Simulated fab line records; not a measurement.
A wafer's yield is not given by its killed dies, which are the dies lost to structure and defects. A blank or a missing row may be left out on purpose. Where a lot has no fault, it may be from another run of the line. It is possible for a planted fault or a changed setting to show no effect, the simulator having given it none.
What tool caused it?    flow n5-finfet    23 lots, 69 wafers sampled, at 5 steps of a route of 1938

WHAT THE GAUGES READ, wafer by wafer
N5_BEOL_M5_OVL_MEAS_29.
lot   measured      on          V4_OVL (nm)
L074  day 7 19:25   overlay-01  0.3 -0.8 -0.6
L076  day 8 11:28   overlay-01  1.0 -0.2 0.0
L075  day 8 16:46   overlay-01  -1.0 -1.0 -1.6
L077  day 8 18:12   overlay-01  -1.0 0.3 0.2
L078  day 8 18:47   overlay-02  0.0 -0.9 0.1
L079  day 8 23:04   overlay-02  -0.2 0.5 0.2
L081  day 9 11:01   overlay-01  -1.0 -0.6 -1.8
L082  day 9 19:53   overlay-01  -1.2 -0.2 -0.8
L084  day 10 10:13  overlay-01  -0.2 -0.2 0.5
L083  day 10 10:44  overlay-01  0.1 0.0 1.4
L085  day 10 15:51  overlay-02  0.1 -0.7 0.7
L086  day 10 18:28  overlay-01  -1.4 -1.4 -0.3
L087  day 11 14:26  overlay-02  -0.4 -0.6 -1.0
L088  day 11 18:38  overlay-02  -0.8 0.5 -1.1
L089  day 11 22:38  overlay-02  -1.4 -0.4 0.0
L090  day 12 01:18  overlay-01  -0.3 -0.1 0.0
L091  day 12 04:47  overlay-02  0.2 0.6 0.8
L093  day 12 08:22  overlay-02  -0.7 0.2 0.0
L092  day 12 12:25  overlay-01  0.5 0.1 0.3
L094  day 13 04:04  overlay-01  -0.4 0.7 0.4
L095  day 13 12:10  overlay-01  0.0 -0.3 -0.5
L097  day 13 16:11  overlay-02  -0.2 -0.6 0.4
L096  day 13 16:08  overlay-01  -0.2 -0.4 0.0

WHICH TOOL RAN EACH LOT (tool, then ch and the chambers of the sampled wafers, then the start)
lot   N5_BEOL_M4_CO_CAP_55              N5_BEOL_M5_DESCUM_16                N5_BEOL_M5_ETCH_62                  N5_BEOL_M5_STRIP_64
L074  cvd-co-02 ch 0,1,2, day 7 15:05   rie-diel-02 ch 0,2, day 7 18:31     rie-diel-02 ch 0,2, day 7 18:36     rie-diel-02 ch 0,2, day 7 18:44
L076  cvd-co-01 ch 0,1,2, day 8 07:10   rie-diel-02 ch 0,1,2, day 8 10:28   rie-diel-02 ch 0,1,2, day 8 10:32   rie-diel-02 ch 0,1,2, day 8 10:40
L075  cvd-co-01 ch 0,1, day 8 11:19     rie-diel-02 ch 0,2,3, day 8 14:34   rie-diel-02 ch 0,2,3, day 8 14:38   rie-diel-02 ch 0,2,3, day 8 14:46
L077  cvd-co-01 ch 0,1,2, day 8 13:06   rie-diel-05 ch 1,2, day 8 17:18     rie-diel-05 ch 1,2, day 8 17:23     rie-diel-05 ch 1,2, day 8 17:30
L078  cvd-co-02 ch 0,2, day 8 14:29     rie-diel-02 ch 0,1,2, day 8 17:59   rie-diel-02 ch 0,1,2, day 8 18:04   rie-diel-02 ch 0,1,2, day 8 18:12
L079  cvd-co-02 ch 0,2, day 8 14:37     rie-diel-05 ch 0,3, day 8 18:10     rie-diel-05 ch 0,3, day 8 18:14     rie-diel-05 ch 0,3, day 8 18:22
L081  cvd-co-01 ch 1,2, day 9 05:47     rie-diel-04 ch 0,2, day 9 10:02     rie-diel-04 ch 0,2, day 9 10:07     rie-diel-04 ch 0,2, day 9 10:14
L082  cvd-co-02 ch 1,2, day 9 15:20     rie-diel-04 ch 1,2, day 9 18:28     rie-diel-04 ch 1,2, day 9 18:32     rie-diel-04 ch 1,2, day 9 18:40
L084  cvd-co-02 ch 0,1, day 10 06:56    rie-diel-02 ch 0,2,3, day 10 09:20  rie-diel-02 ch 0,2,3, day 10 09:25  rie-diel-02 ch 0,2,3, day 10 09:33
L083  cvd-co-02 ch 0,1,2, day 10 07:26  rie-diel-02 ch 0,2,3, day 10 09:58  rie-diel-02 ch 0,2,3, day 10 10:02  rie-diel-02 ch 0,2,3, day 10 10:10
L085  cvd-co-02 ch 0,1,2, day 10 08:58  rie-diel-04 ch 0,1,3, day 10 11:58  rie-diel-04 ch 0,1,3, day 10 12:03  rie-diel-04 ch 0,1,3, day 10 12:10
L086  cvd-co-01 ch 0,1, day 10 14:46    rie-diel-05 ch 0,1,2, day 10 17:37  rie-diel-05 ch 0,1,2, day 10 17:42  rie-diel-05 ch 0,1,2, day 10 17:50
L087  cvd-co-01 ch 0, day 11 10:43      rie-diel-02 ch 0,1,3, day 11 13:38  rie-diel-02 ch 0,1,3, day 11 13:43  rie-diel-02 ch 0,1,3, day 11 13:50
L088  cvd-co-01 ch 0,2, day 11 13:25    rie-diel-05 ch 0,2,3, day 11 16:16  rie-diel-05 ch 0,2,3, day 11 16:21  rie-diel-05 ch 0,2,3, day 11 16:28
L089  cvd-co-01 ch 0,2, day 11 16:16    rie-diel-05 ch 1,2, day 11 20:08    rie-diel-05 ch 1,2, day 11 20:13    rie-diel-05 ch 1,2, day 11 20:21
L090  cvd-co-01 ch 0,2, day 11 18:19    rie-diel-02 ch 0,2,3, day 11 23:28  rie-diel-02 ch 0,2,3, day 11 23:33  rie-diel-02 ch 0,2,3, day 11 23:40
L091  cvd-co-01 ch 0,1,2, day 11 23:37  rie-diel-05 ch 0,1,2, day 12 03:08  rie-diel-05 ch 0,1,2, day 12 03:13  rie-diel-05 ch 0,1,2, day 12 03:20
L093  cvd-co-02 ch 0,1,2, day 12 03:14  rie-diel-04 ch 1,2, day 12 06:38    rie-diel-04 ch 1,2, day 12 06:43    rie-diel-04 ch 1,2, day 12 06:50
L092  cvd-co-01 ch 0,2, day 12 06:03    rie-diel-05 ch 2,3, day 12 10:00    rie-diel-05 ch 2,3, day 12 10:05    rie-diel-05 ch 2,3, day 12 10:13
L094  cvd-co-02 ch 0,1,2, day 12 23:42  rie-diel-04 ch 1,2,3, day 13 03:07  rie-diel-04 ch 1,2,3, day 13 03:12  rie-diel-04 ch 1,2,3, day 13 03:20
L095  cvd-co-02 ch 0,1,2, day 13 03:24  rie-diel-02 ch 0,1, day 13 10:51    rie-diel-02 ch 0,1, day 13 10:56    rie-diel-02 ch 0,1, day 13 11:03
L097  cvd-co-02 ch 0,1,2, day 13 09:50  rie-diel-05 ch 1,2,3, day 13 13:23  rie-diel-05 ch 1,2,3, day 13 13:28  rie-diel-05 ch 1,2,3, day 13 13:35
L096  cvd-co-02 ch 0,1,2, day 13 09:56  rie-diel-02 ch 0,1,2, day 13 13:38  rie-diel-02 ch 0,1,2, day 13 13:43  rie-diel-02 ch 0,1,2, day 13 13:50
- N5_BEOL_M4_CO_CAP_55: material Co, precursor CCTBA/H2, target thk 2 nm, time 102.1 s.
- N5_BEOL_M5_DESCUM_16: chemistry O2, time 7 s.
- N5_BEOL_M5_ETCH_62: etches SOC in N2/H2, target depth 75 nm, overetch 15 nm, time 112.5 s.
- N5_BEOL_M5_STRIP_64: strips in CF4.

AS READ BY THE TOOLS THEMSELVES (means over the sampled wafers that have a number; for cases with no such wafer, the mark the record gives instead)
N5_BEOL_M4_CO_CAP_55.
lot   tool       heater-power-w (W)
L074  cvd-co-02  221
L076  cvd-co-01  238
L075  cvd-co-01  246
L077  cvd-co-01  237
L078  cvd-co-02  229
L079  cvd-co-02  225
L081  cvd-co-01  227
L082  cvd-co-02  205
L084  cvd-co-02  233
L083  cvd-co-02  219
L085  cvd-co-02  220
L086  cvd-co-01  244
L087  cvd-co-01  242
L088  cvd-co-01  228
L089  cvd-co-01  233
L090  cvd-co-01  239
L091  cvd-co-01  235
L093  cvd-co-02  223
L092  cvd-co-01  234
L094  cvd-co-02  221
L095  cvd-co-02  222
L097  cvd-co-02  222
L096  cvd-co-02  223

N5_BEOL_M5_DESCUM_16.
lot   tool         drypump-motor-current-A (A)  oes-product-au (a.u.)  rf-vpp-V (V)  showerhead-plenum-p-Torr (Torr)  throttle-valve-pct (%)
L074  rie-diel-02  5.9                          0.74                   244.7         2.11                             20.61
L076  rie-diel-02  6.1                          0.74                   242.3         2.10                             20.69
L075  rie-diel-02  6.0                          0.73                   242.7         2.11                             20.47
L077  rie-diel-05  5.6                          0.70                   243.3         2.17                             20.36
L078  rie-diel-02  6.0                          0.74                   243.1         2.09                             20.69
L079  rie-diel-05  6.1                          0.82                   243.5         2.09                             20.54
L081  rie-diel-04  5.5                          0.72                   242.1         2.02                             20.52
L082  rie-diel-04  5.9                          0.78                   243.0         2.10                             20.59
L084  rie-diel-02  6.0                          0.72                   243.3         2.10                             20.48
L083  rie-diel-02  6.0                          0.72                   243.5         2.10                             20.49
L085  rie-diel-04  5.2                          0.85                   242.0         2.06                             20.28
L086  rie-diel-05  5.9                          0.72                   244.1         2.15                             20.46
L087  rie-diel-02  5.9                          0.73                   241.7         2.05                             20.58
L088  rie-diel-05  5.8                          0.76                   243.5         2.10                             20.48
L089  rie-diel-05  5.6                          0.68                   243.7         2.16                             20.40
L090  rie-diel-02  6.0                          0.71                   242.5         2.10                             20.52
L091  rie-diel-05  5.9                          0.72                   243.1         2.14                             20.47
L093  rie-diel-04  5.5                          0.81                   243.5         2.11                             20.54
L092  rie-diel-05  5.6                          0.71                   243.7         2.12                             20.40
L094  rie-diel-04  5.6                          0.83                   242.9         2.09                             20.37
L095  rie-diel-02  5.9                          0.72                   242.7         2.04                             20.74
L097  rie-diel-05  5.9                          0.79                   243.2         2.11                             20.30
L096  rie-diel-02  6.0                          0.72                   243.3         2.08                             20.74

N5_BEOL_M5_ETCH_62.
lot   tool         drypump-motor-current-A (A)  oes-product-au (a.u.)  rf-vpp-V (V)  showerhead-plenum-p-Torr (Torr)  throttle-valve-pct (%)
L074  rie-diel-02  6.0                          0.58                   523.8         2.56                             17.98
L076  rie-diel-02  6.0                          0.59                   523.8         2.54                             18.04
L075  rie-diel-02  6.0                          0.57                   523.5         2.55                             17.90
L077  rie-diel-05  5.7                          0.56                   525.8         2.64                             17.80
L078  rie-diel-02  6.1                          0.58                   524.3         2.54                             18.05
L079  rie-diel-05  6.1                          0.64                   523.6         2.53                             17.79
L081  rie-diel-04  5.5                          0.57                   522.1         2.46                             17.91
L082  rie-diel-04  5.9                          0.61                   524.8         2.55                             17.90
L084  rie-diel-02  6.0                          0.56                   524.2         2.55                             17.93
L083  rie-diel-02  5.9                          0.56                   523.8         2.55                             17.92
L085  rie-diel-04  5.2                          0.67                   522.3         2.50                             17.60
L086  rie-diel-05  5.9                          0.58                   525.8         2.61                             17.86
L087  rie-diel-02  5.9                          0.57                   522.9         2.48                             18.02
L088  rie-diel-05  5.9                          0.60                   523.8         2.54                             17.77
L089  rie-diel-05  5.6                          0.55                   525.7         2.63                             17.84
L090  rie-diel-02  6.0                          0.56                   523.4         2.54                             17.94
L091  rie-diel-05  5.9                          0.57                   524.7         2.60                             17.88
L093  rie-diel-04  5.5                          0.63                   523.7         2.56                             17.88
L092  rie-diel-05  5.6                          0.57                   523.5         2.57                             17.74
L094  rie-diel-04  5.6                          0.65                   524.3         2.53                             17.64
L095  rie-diel-02  5.9                          0.57                   521.8         2.48                             18.13
L097  rie-diel-05  5.9                          0.64                   523.9         2.55                             17.61
L096  rie-diel-02  6.0                          0.57                   523.6         2.52                             18.11

N5_BEOL_M5_STRIP_64.
lot   tool         drypump-motor-current-A (A)  oes-product-au (a.u.)  rf-vpp-V (V)  showerhead-plenum-p-Torr (Torr)  throttle-valve-pct (%)
L074  rie-diel-02  5.9                          0.73                   271.6         1.80                             13.77
L076  rie-diel-02  6.0                          0.74                   271.4         1.79                             13.80
L075  rie-diel-02  6.0                          0.72                   271.0         1.80                             13.69
L077  rie-diel-05  5.6                          0.70                   272.1         1.86                             13.61
L078  rie-diel-02  6.0                          0.74                   270.7         1.79                             13.80
L079  rie-diel-05  6.1                          0.80                   270.8         1.81                             13.69
L081  rie-diel-04  5.5                          0.71                   270.4         1.74                             13.79
L082  rie-diel-04  5.9                          0.76                   271.1         1.79                             13.71
L084  rie-diel-02  6.0                          0.71                   270.8         1.80                             13.73
L083  rie-diel-02  5.9                          0.71                   271.1         1.80                             13.72
L085  rie-diel-04  5.2                          0.84                   270.5         1.76                             13.41
L086  rie-diel-05  5.9                          0.73                   271.2         1.84                             13.70
L087  rie-diel-02  5.8                          0.71                   271.1         1.75                             13.77
L088  rie-diel-05  5.8                          0.75                   271.5         1.81                             13.69
L089  rie-diel-05  5.6                          0.69                   272.3         1.85                             13.65
L090  rie-diel-02  6.0                          0.71                   271.2         1.80                             13.75
L091  rie-diel-05  5.9                          0.72                   272.2         1.84                             13.72
L093  rie-diel-04  5.5                          0.78                   271.8         1.80                             13.63
L092  rie-diel-05  5.6                          0.71                   272.2         1.81                             13.64
L094  rie-diel-04  5.6                          0.82                   270.4         1.78                             13.44
L095  rie-diel-02  5.9                          0.71                   269.4         1.75                             13.89
L097  rie-diel-05  6.0                          0.79                   271.2         1.81                             13.52
L096  rie-diel-02  6.0                          0.71                   271.0         1.78                             13.88

THE ANSWER, worked out from the rows above alone
Rule: the usual values come from the lots themselves. The widest of any qualifying gaps counts: lots, ordered by their means at a reading, are off when they make up no more than a third of the lots, leave a main group of 4 or more, and stand apart from it by 3 or more times the standard deviation of that group's means. Not used: any main group whose means are identical at the precision the tables above print for the reading. Also off: a lot with no number at a reading for which 4 or more lots have one. All remaining lots with rows at the step are treated as sound. The gauges are gone through in route order, then the tools' own readings, and for those a lot's mean is taken as printed above. The first step at which some lot is off is used, and at that step the reading that is off furthest; a lot without a number counts as furthest.
No lot is off on any of the readings shown, so nothing can be concluded from this.

WHAT WAS PUT IN BY THE SIMULATOR
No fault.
